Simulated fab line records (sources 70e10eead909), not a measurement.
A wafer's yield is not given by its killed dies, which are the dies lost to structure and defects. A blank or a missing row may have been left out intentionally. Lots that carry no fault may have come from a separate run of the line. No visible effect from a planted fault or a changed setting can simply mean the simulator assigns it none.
What tool caused it? | flow nand-harc | at 1 step of a route of 1302, 24 lots with 72 wafers sampled

WHAT THE GAUGES READ, wafer by wafer
NHARC_A_CONTACT_OVL_MEAS_70. Usual: overlay-x-nm 0.1 nm, standard deviation 0.66; overlay-y-nm -0.2 nm, standard deviation 0.9.
lot  | measured     | on         | overlay-x-nm (nm) | overlay-y-nm (nm) | flag
L074 | day 21 21:50 | overlay-02 | 1.1 1.4 1.5       | -1.0 -1.1 -1.3    |
L075 | day 22 01:08 | overlay-02 | -0.6 -0.1 -0.3    | -0.6 -1.0 -0.9    |
L076 | day 22 09:20 | overlay-01 | 0.6 -0.4 0.0      | -0.6 -0.9 -1.2    |
L077 | day 23 13:44 | overlay-01 | -1.0 -0.1 -0.9    | -1.4 -2.1 -1.9    |
L079 | day 23 14:49 | overlay-02 | 0.5 0.4 0.4       | -0.4 -0.3 -1.1    |
L078 | day 23 20:57 | overlay-02 | -0.7 -0.6 -0.9    | -0.5 -0.9 -0.8    |
L080 | day 24 11:00 | overlay-01 | 1.2 1.3 1.7       | 1.8 0.6 0.8       |
L082 | day 25 08:24 | overlay-02 | 0.6 0.4 -0.3      | 1.2 1.3 1.5       |
L081 | day 25 10:24 | overlay-02 | 0.0 0.6 0.7       | 0.7 0.2 0.4       |
L083 | day 25 13:34 | overlay-01 | 1.4 0.8 0.7       | -1.5 -0.5 -1.1    |
L084 | day 25 14:04 | overlay-02 | 0.5 0.6 0.8       | 0.7 0.1 0.3       |
L085 | day 26 17:13 | overlay-01 | -1.2 -0.9 -0.4    | -0.7 -0.8 -1.2    |
L086 | day 26 19:21 | overlay-02 | 0.2 -0.2 0.6      | 0.7 0.0 0.7       |
L088 | day 27 11:23 | overlay-01 | 0.1 0.2 -0.2      | 0.6 0.4 0.6       |
L087 | day 27 12:07 | overlay-02 | 0.4 -0.6 -0.3     | -0.1 -0.3 0.1     |
L089 | day 27 14:39 | overlay-02 | -0.1 -0.1 0.5     | 0.2 1.0 0.9       |
L090 | day 28 13:16 | overlay-01 | 0.5 -0.4 -0.8     | 0.7 1.2 0.9       |
L091 | day 28 14:46 | overlay-01 | -0.8 -1.2 -0.6    | -0.7 -0.6 -0.3    |
L093 | day 29 07:37 | overlay-02 | 0.4 0.6 0.7       | 0.1 0.4 1.1       |
L092 | day 29 10:00 | overlay-02 | 0.3 0.6 -0.2      | -1.4 -1.2 -1.2    |
L094 | day 29 21:24 | overlay-02 | -1.4 -1.0 -1.4    | 0.0 -0.4 0.0      |
L095 | day 30 12:03 | overlay-02 | -0.2 0.2 -0.2     | -0.5 -0.9 -0.1    |
L097 | day 30 18:35 | overlay-01 | -0.2 0.4 0.2      | -0.2 -0.8 -0.9    |
L096 | day 30 20:53 | overlay-02 | -0.3 -0.5 -0.1    | -1.1 -1.2 -0.2    |

EACH LOT AND THE TOOL THAT RAN IT (in order: tool; ch and the chambers of the sampled wafers; start)
The record shows no process step preceding these readings.

AS READ BY THE TOOLS THEMSELVES (means over the sampled wafers that have a number; for cases with no such wafer, the mark the record gives instead)
The record holds no such reading with a usual standard deviation.

THE ANSWER, worked out from the rows above alone
Rule: lot off if the mean of its wafers having a number is beyond 3 standard deviations from the usual mean. Also off: a lot with no number at a reading for which 4 or more lots have one. All remaining lots with rows at the step are treated as sound. First the gauges in route order, then the tools' own readings, where a lot's mean is used as printed above. The first step at which some lot is off is used, and at that step the reading that is off furthest; a lot without a number counts as furthest.
Nothing can be told from this: no lot is off at any reading shown.

WHAT HAD BEEN PUT IN BY THE SIMULATOR
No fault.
